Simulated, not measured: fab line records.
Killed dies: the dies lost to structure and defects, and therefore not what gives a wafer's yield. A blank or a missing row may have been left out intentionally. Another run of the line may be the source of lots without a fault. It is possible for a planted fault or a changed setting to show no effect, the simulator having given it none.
Split-lot study || flow n5Finfet || 7 lots, 21 wafers read, on a route of 1938 steps

## THE SPLIT ITSELF
At N5_BEOL_M9_VIA_ETCH_34 (etches SiCOH lowk in C4F6/O2, target depth 182.4 nm, time 68.4 s), the setting sourceW was moved away from the recipe's 345 W on 5 of the 21 wafers read, by -10.8% to +15.5%. This setting was run at the recipe's value on the other wafers.

The split's own step is where the reading is taken.

## THE READING
rfVppV, in V, at N5_BEOL_M9_VIA_ETCH_34 (etches SiCOH lowk in C4F6/O2, target depth 182.4 nm, time 68.4 s). On this fab line, fault-free wafers typically give 673 V with a standard deviation of 8.4 V.

{"wafer": "L074.2", "tool, chamber at the split": "rieDiel-06, 3", "sourceW as run, W": 345, "against the recipe": "recipe", "rfVppV, V": 669, "against lot-mates on the recipe": "-"}
{"wafer": "L074.4", "tool, chamber at the split": "rieDiel-06, 3", "sourceW as run, W": 307.8, "against the recipe": "-10.8%", "rfVppV, V": 708, "against lot-mates on the recipe": "+39"}
{"wafer": "L074.6", "tool, chamber at the split": "rieDiel-06, 1", "sourceW as run, W": 307.8, "against the recipe": "-10.8%", "rfVppV, V": 723, "against lot-mates on the recipe": "+54"}
{"wafer": "L084.3", "tool, chamber at the split": "rieDiel-06, 3", "sourceW as run, W": 345, "against the recipe": "recipe", "rfVppV, V": 668, "against lot-mates on the recipe": "-"}
{"wafer": "L084.4", "tool, chamber at the split": "rieDiel-06, 2", "sourceW as run, W": 345, "against the recipe": "recipe", "rfVppV, V": 670, "against lot-mates on the recipe": "-"}
{"wafer": "L084.5", "tool, chamber at the split": "rieDiel-06, 2", "sourceW as run, W": 398.4, "against the recipe": "+15.5%", "rfVppV, V": 621, "against lot-mates on the recipe": -48}
{"wafer": "L085.1", "tool, chamber at the split": "rieDiel-06, 0", "sourceW as run, W": 345, "against the recipe": "recipe", "rfVppV, V": 679, "against lot-mates on the recipe": "-"}
{"wafer": "L085.3", "tool, chamber at the split": "rieDiel-06, 3", "sourceW as run, W": 345, "against the recipe": "recipe", "rfVppV, V": 668, "against lot-mates on the recipe": "-"}
{"wafer": "L085.4", "tool, chamber at the split": "rieDiel-06, 2", "sourceW as run, W": 345, "against the recipe": "recipe", "rfVppV, V": 668, "against lot-mates on the recipe": "-"}
{"wafer": "L086.2", "tool, chamber at the split": "rieDiel-03, 1", "sourceW as run, W": 345, "against the recipe": "recipe", "rfVppV, V": 665, "against lot-mates on the recipe": "-"}
{"wafer": "L086.5", "tool, chamber at the split": "rieDiel-03, 0", "sourceW as run, W": 345, "against the recipe": "recipe", "rfVppV, V": 674, "against lot-mates on the recipe": "-"}
{"wafer": "L086.6", "tool, chamber at the split": "rieDiel-03, 1", "sourceW as run, W": 345, "against the recipe": "recipe", "rfVppV, V": 666, "against lot-mates on the recipe": "-"}
{"wafer": "L089.2", "tool, chamber at the split": "rieDiel-06, 1", "sourceW as run, W": 345, "against the recipe": "recipe", "rfVppV, V": 681, "against lot-mates on the recipe": "-"}
{"wafer": "L089.5", "tool, chamber at the split": "rieDiel-06, 0", "sourceW as run, W": 398.2, "against the recipe": "+15.4%", "rfVppV, V": 632, "against lot-mates on the recipe": -42}
{"wafer": "L089.6", "tool, chamber at the split": "rieDiel-06, 3", "sourceW as run, W": 345, "against the recipe": "recipe", "rfVppV, V": 668, "against lot-mates on the recipe": "-"}
{"wafer": "L090.1", "tool, chamber at the split": "rieDiel-06, 0", "sourceW as run, W": 365.1, "against the recipe": "+5.8%", "rfVppV, V": 659, "against lot-mates on the recipe": -24}
{"wafer": "L090.2", "tool, chamber at the split": "rieDiel-06, 1", "sourceW as run, W": 345, "against the recipe": "recipe", "rfVppV, V": 682, "against lot-mates on the recipe": "-"}
{"wafer": "L090.6", "tool, chamber at the split": "rieDiel-06, 1", "sourceW as run, W": 345, "against the recipe": "recipe", "rfVppV, V": 683, "against lot-mates on the recipe": "-"}
{"wafer": "L093.1", "tool, chamber at the split": "rieDiel-03, 2", "sourceW as run, W": 345, "against the recipe": "recipe", "rfVppV, V": 667, "against lot-mates on the recipe": "-"}
{"wafer": "L093.2", "tool, chamber at the split": "rieDiel-03, 3", "sourceW as run, W": 345, "against the recipe": "recipe", "rfVppV, V": 652, "against lot-mates on the recipe": "-"}
{"wafer": "L093.5", "tool, chamber at the split": "rieDiel-03, 2", "sourceW as run, W": 345, "against the recipe": "recipe", "rfVppV, V": 666, "against lot-mates on the recipe": "-"}

THE FIT
A straight line over all 21 wafers: rfVppV changes by -3.26 V for each +1% of sourceW; r = -0.92; the points scatter about the line by 8.5 V.
The same after taking each lot's own level away (the mean of its wafers on the recipe; 21 wafers): -3.44 V for each +1%; r = -0.96; scatter 6.3 V.
According to that fit, moving sourceW by its largest amount changes the reading by 53 V.
Across the lots, their own levels run from 661.7 to 682.5 V, a range of 2.5 times the standard deviation given above.
Consequently the slope shifts little with the lot-to-lot level, the two slopes agreeing.
Check: with one of the wafers moved furthest among these (+15.5%) left out of the fit, the line predicts -53.8 V for it against its lot-mates. It came out at -48 V against them.
Tool readings at the split's step, against how far the setting was moved: rfVppV r = -0.92.

## THE OTHER SPLITS THESE WAFERS WENT THROUGH
These wafers also went through other splits before the reading. Each is held against what the fit with the lots' levels taken away leaves over:
{"other split on the same wafers": "N5_BEOL_M7_COAT_60 spinRpm", "wafers away from the commonest value": 5, "r with rfVppV (lot level and that fit taken away)": "+0.19"}
{"other split on the same wafers": "N5_BEOL_M7_VIA_ETCH_34 sourceW", "wafers away from the commonest value": 11, "r with rfVppV (lot level and that fit taken away)": "+0.23"}
{"other split on the same wafers": "N5_BEOL_M7_TRENCH_ETCH_37 timeS", "wafers away from the commonest value": 6, "r with rfVppV (lot level and that fit taken away)": "+0.27"}
{"other split on the same wafers": "N5_BEOL_M8_ETCH_61 biasW", "wafers away from the commonest value": 8, "r with rfVppV (lot level and that fit taken away)": "+0.23"}
{"other split on the same wafers": "N5_BEOL_M8_COAT_22 spinRpm", "wafers away from the commonest value": 6, "r with rfVppV (lot level and that fit taken away)": -0.29}
{"other split on the same wafers": "N5_BEOL_M9_EXPOSE_25 doseMj", "wafers away from the commonest value": 9, "r with rfVppV (lot level and that fit taken away)": -0.13}

## FILE'S OWN FIT
rfVppV changes by -3.25 V for each +1% of sourceW, r = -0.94.
